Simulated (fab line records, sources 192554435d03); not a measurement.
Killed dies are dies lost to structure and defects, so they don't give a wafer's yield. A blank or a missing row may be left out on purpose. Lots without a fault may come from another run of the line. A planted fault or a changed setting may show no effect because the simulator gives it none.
Which tool did it? | flow n5_finfet | 12 lots, 36 wafers sampled, at 2 steps of a route of 1938

WHAT THE GAUGES READ, wafer by wafer
N5_BEOL_M0_SAQP_THK_MEAS_05.
lot  | measured     | on            | thk_nm (nm)
L075 | day 5 18:59  | film_metro-01 | 60.3 60.2 60.6
L077 | day 6 06:44  | film_metro-01 | 59.5 60.5 59.6
L079 | day 6 18:27  | film_metro-01 | 60.1 59.3 59.7
L081 | day 7 12:07  | film_metro-02 | 59.0 59.7 60.3
L083 | day 7 22:02  | film_metro-01 | 59.2 58.6 59.4
L085 | day 8 15:16  | film_metro-02 | 59.2 59.4 59.5
L087 | day 9 03:04  | film_metro-01 | 58.7 58.7 60.0
L089 | day 9 09:08  | film_metro-02 | 59.0 59.2 59.9
L092 | day 9 20:41  | film_metro-01 | 59.1 60.0 59.9
L093 | day 10 04:33 | film_metro-02 | 60.9 60.5 61.3
L095 | day 10 18:35 | film_metro-01 | 59.8 60.8 60.6
L097 | day 11 07:23 | film_metro-02 | 59.9 59.8 60.1

WHICH TOOL RAN EACH LOT (tool, then ch and the chambers of the sampled wafers, then the start)
lot  | N5_BEOL_M0_SAQP_PECVD_03
L075 | pecvd-01 ch 0,1,2, day 5 18:46
L077 | pecvd-04 ch 0,2, day 6 06:26
L079 | pecvd-01 ch 0,2, day 6 18:14
L081 | pecvd-04 ch 0,2, day 7 11:54
L083 | pecvd-01 ch 0,2, day 7 21:49
L085 | pecvd-04 ch 0,1,2, day 8 15:04
L087 | pecvd-04 ch 0,2, day 9 02:50
L089 | pecvd-04 ch 1,2, day 9 08:55
L092 | pecvd-04 ch 0, day 9 20:22
L093 | pecvd-01 ch 0,1, day 10 04:20
L095 | pecvd-03 ch 0,2, day 10 18:17
L097 | pecvd-04 ch 0,1,2, day 11 07:11
- N5_BEOL_M0_SAQP_PECVD_03: deposits SiCN from 3MS/NH3, target thk 12 nm, time 21.1 s.

THE ANSWER, worked out from the rows above alone
Rule: what is usual is taken from the lots themselves. Put in order of their means at a reading, lots are off if they are a third of the lots or fewer, leave a main group of 4 or more, and stand apart from it by a gap of 3 or more times the standard deviation of the main group's means; of several such gaps the widest counts. A main group whose means are all the same, to the digits that the tables above print for the reading, isn't used. A lot without any number at a reading at which 4 lots or more have one is off too. The other lots that the step has rows for count as sound.
No lot is off at any reading shown: from this, nothing can be told.

WHAT THE SIMULATOR HAD PUT IN
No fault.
